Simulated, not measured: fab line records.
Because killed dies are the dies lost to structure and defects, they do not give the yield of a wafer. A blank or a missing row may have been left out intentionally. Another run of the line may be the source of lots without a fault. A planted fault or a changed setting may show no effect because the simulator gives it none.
Struck lot and sound lot, side by side / flow nand_harc / 15 out of 1159 route steps
Sound: the wafers L164.1, L164.3, L164.5. Struck: wafer L175.2 (L175.1, L175.6, from the same lot, were not struck and are left out); the cause is given at the end.
At each step with rows: each side's tool, then ch and its chambers, then its first start. Under that, the readings that differ: sound wafers / struck wafers / difference of the means / sigmas: that difference in standard deviations of wafers without a fault.
alike: words and numbers the same on both sides, and readings whose means are apart by under 2 such deviations; not compared: readings that were withheld, readings missing a value for some wafer, numbers with overlapping values and no deviation given by the record, and bounds like >300 which may hide the same value.
A row with sigmas, a row that says differs or no value, or rows on one side alone: a step with any of these is where the two part. Non-overlapping numbers with no deviation appear without sigmas and do not part them. Lack of a reading on every wafer of one side parts them only where that side has two or more wafers.

first, 8 steps without rows for these wafers: NHARC_A_ZERO_WELL_HMDS_03 (time 30 s); NHARC_A_ZERO_WELL_COAT_18 (time 65 s); NHARC_A_ZERO_WELL_COAT_04 (resist thk 600 nm); NHARC_A_ZERO_WELL_SOFTBAKE_05 (time 70 s); NHARC_A_ZERO_WELL_EBR_06; NHARC_A_ZERO_WELL_EXPOSE_07 (exposes mask A ZERO); NHARC_A_ZERO_WELL_PEB_08 (peb time 80 s); NHARC_A_ZERO_WELL_DEVELOP_09 (time 50 s).
NHARC_A_ZERO_WELL_CD_MEAS_10: the cd target is 2000 nm.
  sound on cd_sem-02 ch 0, day 7 05:18; struck on cd_sem-03 ch 0, day 10 01:45
  alike: cd_nm
then, 1 step without rows for these wafers: NHARC_A_ZERO_WELL_HARDBAKE_11 (time 65 s).
NHARC_A_ZERO_WELL_DESCUM_12: chemistry O2, time 3 s.
  sound on rie_diel-04 ch 0,1,2, day 7 05:28; struck on rie_diel-13 ch 1, day 10 01:55
  alike: drypump_motor_current_A, o2_flow_sccm, oes_product_au, rf_vpp_V, showerhead_plenum_p_Torr, throttle_valve_pct
  not compared: rf_hours_counter_h
NHARC_A_ZERO_WELL_ETCH_19: etches the open film in N2/H2, target depth 80 nm, overetch 24 nm, time 87.88 s.
  sound on rie_diel-04 ch 0,1,3, day 7 05:32; struck on rie_diel-13 ch 2, day 10 02:00
  alike: drypump_motor_current_A, oes_product_au, rf_vpp_V, showerhead_plenum_p_Torr, throttle_valve_pct
  not compared: rf_hours_counter_h
NHARC_A_ZERO_WELL_ETCH_13: etches the open film in HBr/Cl2, target depth 120 nm, time 40.1 s.
  sound on rie_si-01 ch 0,1,2, day 7 05:41; struck on rie_si-01 ch 0, day 10 02:08
reading=oes_product_au (a.u.); sound=1.005 1.002 1.015; struck=0.717; difference=-0.290; sigmas=-29
  alike: drypump_motor_current_A, throttle_valve_pct
  not compared: rf_hours_counter_h
then, 1 step without rows for these wafers: NHARC_A_ZERO_WELL_STRIP_14 (strips in SPM, time 900 s).
-- break in the record here, with 12 days between the starts of the struck wafers on either side (left off in module A_ZERO_WELL, picked up again in module END, where the first step shown is number 1159 on the route) --
NHARC_END_SORT_01:
  sound on prober-02 ch 0, day 19 22:35; struck on prober-01 ch 0, day 22 10:52
  alike: killed_at_array, killed_at_other, killed_at_periphery, killed_dies, killed_open, killed_short

WHERE THEY PART
Only at NHARC_A_ZERO_WELL_ETCH_13, as far as this record shows. Later steps at which nothing parts them and some readings are alike: NHARC_END_SORT_01.

WHY: whatever the simulator had introduced
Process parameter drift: rie_si-01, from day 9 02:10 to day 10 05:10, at NHARC_A_ZERO_WELL_ETCH_13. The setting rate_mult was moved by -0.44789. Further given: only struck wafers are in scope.
